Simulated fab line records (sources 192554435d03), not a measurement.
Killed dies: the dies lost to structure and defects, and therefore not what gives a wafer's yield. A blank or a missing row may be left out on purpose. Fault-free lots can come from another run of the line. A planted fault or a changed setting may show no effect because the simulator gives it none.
Matching of chambers ; flow n5-finfet ; 3 sister chambers for N5_BEOL_M12_ILD_DEP_00 on pecvd-04
The step deposits SiOC from DEMS/O2, target thk 658.92 nm, time 130.7 s. 14 wafers are shown with their chamber, then 7 later ones without.

== WAFERS PAIRED WITH THEIR CHAMBERS ==
wafer;chamber;throttle-valve-pct (%);showerhead-vpp-V (V);showerhead-plenum-p-Torr (Torr)
L079.1;1;13.3;1481;5.675
L079.2;0;12.6;1370;5.696
L079.6;1;13.1;1502;5.678
L080.1;1;13.4;1448;5.686
L080.2;0;12.5;1355;5.698
L080.4;1;13.6;1483;5.693
L082.1;0;12.8;1340;5.691
L082.2;1;13.4;1462;5.695
L082.6;2;11.9;1353;5.672
L083.1;1;13.5;1461;5.695
L083.2;0;12.8;1349;5.685
L083.5;0;12.5;1335;5.678
L086.1;2;11.8;1350;5.684
L086.4;2;11.6;1336;5.654

SIGNATURES (averages over the wafers above)
reading;chamber 0;chamber 1;chamber 2;scatter within a chamber
throttle-valve-pct;12.640;13.383;11.767;0.162
showerhead-vpp-V;1349.80;1472.83;1346.33;16
showerhead-plenum-p-Torr;5.68960;5.68700;5.67000;0.0101
Rule: distance of a wafer from a chamber = root of the sum over the readings of ((wafer's reading minus chamber's mean) / reading's scatter) squared. If the next closest chamber is less than 2 further off than the closest, the wafer can't be placed; otherwise it belongs to the closest. How the scatter is found: for the shown wafers, subtract from each reading the mean of its chamber, square and add these, divide the total by (wafers less chambers), then take the root.

== WAFERS MISSING THEIR CHAMBER ==
wafer;throttle-valve-pct (%);showerhead-vpp-V (V);showerhead-plenum-p-Torr (Torr)
L086.5;12.5;1358;5.689
L088.1;13.3;1487;5.705
L088.3;12.7;1371;5.698
L088.6;11.8;1341;5.671
L091.2;11.9;1379;5.678
L091.3;13.3;1471;5.681
L091.5;11.9;1348;5.683

== EACH ONE'S CHAMBER ==
wafer;from the rows above;in truth
L086.5;0;0
L088.1;1;1
L088.3;0;0
L088.6;2;2
L091.2;2;2
L091.3;1;1
L091.5;2;2
Placed correctly: 7 of 7. Not placeable from these rows: 0. Placed wrongly: 0.
